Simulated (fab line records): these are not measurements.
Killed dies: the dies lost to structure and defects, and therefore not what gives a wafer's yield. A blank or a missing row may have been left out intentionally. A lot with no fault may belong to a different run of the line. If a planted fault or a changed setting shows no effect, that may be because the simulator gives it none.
Chamber matching + flow nandHarc + NHARC_P_CONTACT_ETCH_35 on rieDiel-02 has 4 sister chambers
The step etches the open film in CF4, target depth 39 nm, time 65 s. 4 wafers are shown with their chamber, then 7 later ones without.

WAFERS WITH THEIR CHAMBER
| wafer  | chamber | drypumpMotorCurrentA (A) |
|--------|---------|--------------------------|
| L354.3 | 2       | 5.3                      |
| L356.5 | 1       | 6.1                      |
| L359.3 | 0       | 5.4                      |
| L359.4 | 3       | 5.6                      |

WAFERS WHOSE CHAMBER IS MISSING
| wafer  | drypumpMotorCurrentA (A) |
|--------|--------------------------|
| L359.6 | 6.1                      |
| L360.1 | 5.5                      |
| L360.2 | 6.1                      |
| L360.3 | 5.6                      |
| L363.2 | 5.5                      |
| L363.3 | 5.4                      |
| L363.6 | 5.4                      |

EACH ONE'S CHAMBER
| wafer  | from the rows above          | in truth |
|--------|------------------------------|----------|
| L359.6 | 1                            | 1        |
| L360.1 | can't be placed: 0 or 3 or 2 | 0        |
| L360.2 | 1                            | 1        |
| L360.3 | 3                            | 3        |
| L363.2 | can't be placed: 0 or 3 or 2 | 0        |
| L363.3 | can't be placed: 0 or 2      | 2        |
| L363.6 | can't be placed: 0 or 2      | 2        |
Correctly placed: 3 of 7. Cannot be placed on the basis of these rows: 4; the candidates contain the true chamber in 4. Number placed wrongly: 0.
How it was worked out, from the rows above alone: a wafer's distance from a chamber is the root of the sum, over the readings, of the square of ((its reading less the chamber's mean) divided by the reading's scatter). If the next closest chamber is less than 2 further off than the closest, the wafer can't be placed; otherwise it belongs to the closest. Each chamber's mean is taken over the wafers shown for it. The scatter: with one shown wafer a chamber, the root of the mean of the squares of how far each hidden wafer lies from its nearest shown one.
